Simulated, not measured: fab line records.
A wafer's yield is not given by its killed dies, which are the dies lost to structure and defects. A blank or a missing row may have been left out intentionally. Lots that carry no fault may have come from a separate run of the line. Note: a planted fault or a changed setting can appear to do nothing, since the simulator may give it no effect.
The tool behind it: which one? | flow n5 finfet | 11 lots, 30 wafers sampled, at 4 steps of a route of 1938

== WHAT THE GAUGES SHOWED, per wafer ==
No reading from a measuring or inspecting step in the record can be judged against a usual standard deviation.

== EACH LOT AND THE TOOL THAT RAN IT (in order: tool; ch and the chambers of the sampled wafers; start) ==
lot  | N5_BEOL_M6_DESCUM_33               | N5_BEOL_M6_PRE_CLEAN_45      | N5_BEOL_M6_ANNEAL_51             | N5_BEOL_M7_ILD_DEP_00
L294 | rie diel-06 ch 1,2, day 9 07:09    | pvd sputter-03, day 9 08:24  | rtp anneal-02 ch 0, day 9 10:58  | pecvd-02 ch 0,1, day 9 11:47
L296 | rie diel-04 ch 0,2, day 9 23:35    | pvd sputter-02, day 10 01:16 | rtp anneal-02 ch 0, day 10 02:23 | pecvd-02 ch 0,1, day 10 03:10
L297 | rie diel-05 ch 0,3, day 10 01:00   | pvd sputter-03, day 10 02:01 | rtp anneal-01 ch 0, day 10 03:16 | pecvd-04 ch 0,1, day 10 04:04
L298 | rie diel-06 ch 1,2,3, day 10 04:20 | pvd sputter-03, day 10 05:25 | rtp anneal-02 ch 0, day 10 07:41 | pecvd-04 ch 1,2, day 10 08:34
L300 | rie diel-06 ch 1,3, day 10 04:59   | pvd sputter-01, day 10 07:21 | rtp anneal-01 ch 0, day 10 08:19 | pecvd-01 ch 0,1, day 10 09:05
L302 | rie diel-04 ch 0, day 11 06:51     | pvd sputter-01, day 11 08:25 | rtp anneal-02 ch 0, day 11 09:23 | pecvd-04 ch 1, day 11 10:07
L305 | rie diel-05 ch 1,2, day 11 14:49   | pvd sputter-03, day 11 16:13 | rtp anneal-01 ch 0, day 11 17:05 | pecvd-02 ch 0,1,2, day 11 17:53
L306 | rie diel-05 ch 1,2, day 12 00:59   | pvd sputter-02, day 12 01:59 | rtp anneal-02 ch 0, day 12 05:25 | pecvd-04 ch 0,1,2, day 12 06:13
L308 | rie diel-05 ch 0,1,2, day 12 05:16 | pvd sputter-01, day 12 08:05 | rtp anneal-02 ch 0, day 12 09:32 | pecvd-02 ch 0,1,2, day 12 10:22
L310 | rie diel-05 ch 1,2, day 12 14:56   | pvd sputter-03, day 12 16:31 | rtp anneal-02 ch 0, day 12 18:33 | pecvd-02 ch 0,2, day 12 19:17
L314 | rie diel-04 ch 0,1,3, day 13 23:14 | pvd sputter-03, day 14 02:08 | rtp anneal-02 ch 0, day 14 02:56 | pecvd-02 ch 0,1,2, day 14 03:43
- N5_BEOL_M6_DESCUM_33: chemistry O2, time 7 s.
- N5_BEOL_M6_PRE_CLEAN_45: time 30 s.
- N5_BEOL_M6_ANNEAL_51: time 90 s.
- N5_BEOL_M7_ILD_DEP_00: deposits SiCOH lowk from DEMS/porogen, target thk 179.75 nm, time 33.4 s.

== WHAT THE TOOLS THEMSELVES READ (means of the sampled wafers that have a number; where no wafer has one, the mark that the record gives instead) ==
N5_BEOL_M6_DESCUM_33. Usual: chamber pressure mTorr 20.000 mTorr, standard deviation 0.017; drypump motor current A 5.5 A, standard deviation 0.55; oes product au 0.82 a.u., standard deviation 0.086; rf vpp V 243.7 V, standard deviation 1.3; showerhead plenum p Torr 2.13 Torr, standard deviation 0.082; throttle valve pct 20.41 %, standard deviation 0.17.
lot  | tool        | chamber pressure mTorr (mTorr) | drypump motor current A (A) | oes product au (a.u.) | rf vpp V (V) | showerhead plenum p Torr (Torr) | throttle valve pct (%) | flag
L294 | rie diel-06 | 20.009                         | 5.0                         | 0.76                  | 243.7        | 2.16                            | 20.32                  |
L296 | rie diel-04 | 20.015                         | 6.0                         | 0.89                  | 243.0        | 2.07                            | 20.23                  |
L297 | rie diel-05 | 19.989                         | 5.5                         | 0.97                  | 243.7        | 2.19                            | 20.37                  |
L298 | rie diel-06 | 20.015                         | 5.3                         | 0.76                  | 242.5        | 2.12                            | 20.39                  |
L300 | rie diel-06 | 20.008                         | 5.2                         | 0.74                  | 242.4        | 2.06                            | 20.43                  |
L302 | rie diel-04 | 20.015                         | 6.7                         | 0.70                  | 243.3        | 2.14                            | 20.31                  |
L305 | rie diel-05 | 20.017                         | 5.3                         | 0.86                  | 244.1        | 2.15                            | 20.25                  |
L306 | rie diel-05 | 19.996                         | 5.3                         | 0.87                  | 245.0        | 2.18                            | 20.34                  |
L308 | rie diel-05 | 20.002                         | 5.1                         | 0.88                  | 244.4        | 2.19                            | 20.38                  |
L310 | rie diel-05 | 19.991                         | 5.3                         | 0.85                  | 244.9        | 2.15                            | 20.27                  |
L314 | rie diel-04 | 20.010                         | 6.3                         | 0.77                  | 243.5        | 2.09                            | 20.63                  |

N5_BEOL_M6_PRE_CLEAN_45. Usual: heater power w 340 W, standard deviation 53.
lot  | tool           | heater power w (W) | flag
L294 | pvd sputter-03 | 346                |
L296 | pvd sputter-02 | 345                |
L297 | pvd sputter-03 | 312                |
L298 | pvd sputter-03 | 400                |
L300 | pvd sputter-01 | 351                |
L302 | pvd sputter-01 | 318                |
L305 | pvd sputter-03 | 375                |
L306 | pvd sputter-02 | 287                |
L308 | pvd sputter-01 | 342                |
L310 | pvd sputter-03 | 366                |
L314 | pvd sputter-03 | 313                |

N5_BEOL_M6_ANNEAL_51. Usual: anneal temp c max 226.15, standard deviation 0.25; wafer_temp_C_max 226.1, standard deviation 0.42.
lot  | tool          | anneal temp c max | wafer_temp_C_max | flag
L294 | rtp anneal-02 | 226.03            | 225.6            |
L296 | rtp anneal-02 | 226.08            | 225.9            |
L297 | rtp anneal-01 | 225.83            | 226.1            |
L298 | rtp anneal-02 | 226.12            | 225.6            |
L300 | rtp anneal-01 | 225.80            | 226.3            |
L302 | rtp anneal-02 | 226.10            | 226.1            |
L305 | rtp anneal-01 | 226.22            | 226.5            |
L306 | rtp anneal-02 | 226.35            | 225.5            |
L308 | rtp anneal-02 | 226.60            | 225.6            |
L310 | rtp anneal-02 | 226.36            | 225.6            |
L314 | rtp anneal-02 | 226.21            | 225.8            |

N5_BEOL_M7_ILD_DEP_00. Usual: heater power outer w 124 W, standard deviation 23; heater power w 286 W, standard deviation 34; showerhead plenum p Torr 5.743 Torr, standard deviation 0.018; susceptor temp C 300.01 C, standard deviation 0.18; throttle valve pct 14.2 %, standard deviation 0.65.
lot  | tool     | heater power outer w (W) | heater power w (W) | showerhead plenum p Torr (Torr) | susceptor temp C (C) | throttle valve pct (%) | flag
L294 | pecvd-02 | 146                      | 315                | 5.761                           | 300.12               | 14.4                   |
L296 | pecvd-02 | 137                      | 310                | 5.759                           | 300.14               | 14.4                   |
L297 | pecvd-04 | 104                      | 254                | 5.748                           | 300.10               | 14.6                   |
L298 | pecvd-04 | 115                      | 280                | 5.738                           | 300.04               | 13.5                   |
L300 | pecvd-01 | 158                      | 337                | 5.741                           | 299.96               | 14.5                   |
L302 | pecvd-04 | 98                       | 241                | 5.737                           | 296.54               | 14.6                   | OFF
L305 | pecvd-02 | 146                      | 310                | 5.727                           | 300.02               | 14.2                   |
L306 | pecvd-04 | 113                      | 272                | 5.749                           | 298.95               | 14.3                   | OFF
L308 | pecvd-02 | 123                      | 287                | 5.739                           | 300.10               | 14.3                   |
L310 | pecvd-02 | 114                      | 257                | 5.726                           | 299.94               | 14.3                   |
L314 | pecvd-02 | 119                      | 281                | 5.744                           | 300.00               | 14.1                   |

== THE ANSWER, worked out from the rows above alone ==
Rule: take the mean of a lot's wafers that have a number; if it is more than 3 standard deviations from the usual mean, the lot is off. A lot without any number at a reading at which 4 lots or more have one is off too. Any other lot the step has rows for is counted as sound. First the gauges in route order, then the tools' own readings, where a lot's mean is used as printed above. At the first step where some lot is off, the reading lying furthest off is the one used; lots without a number count as furthest.
Off: L302, L306, at N5_BEOL_M7_ILD_DEP_00 (susceptor temp C).
A tool fits if, at that step or a process step before it, it ran every lot that is off, and no sound lot after the first of them. One candidate fits, namely pecvd-04 at N5_BEOL_M7_ILD_DEP_00. Its last sound lot is L298 (day 10 08:34), its first lot that is off L302 (day 11 10:07): a fault that began between those two fits.
The tool's own readings at N5_BEOL_M7_ILD_DEP_00 bear it out: on the lots that are off they differ by more than 5 times the standard deviation of the sound lots' means. susceptor temp C reads 297.75 C there against 300.05 C on the sound lots.

== WHAT THE SIMULATOR HAD INSERTED ==
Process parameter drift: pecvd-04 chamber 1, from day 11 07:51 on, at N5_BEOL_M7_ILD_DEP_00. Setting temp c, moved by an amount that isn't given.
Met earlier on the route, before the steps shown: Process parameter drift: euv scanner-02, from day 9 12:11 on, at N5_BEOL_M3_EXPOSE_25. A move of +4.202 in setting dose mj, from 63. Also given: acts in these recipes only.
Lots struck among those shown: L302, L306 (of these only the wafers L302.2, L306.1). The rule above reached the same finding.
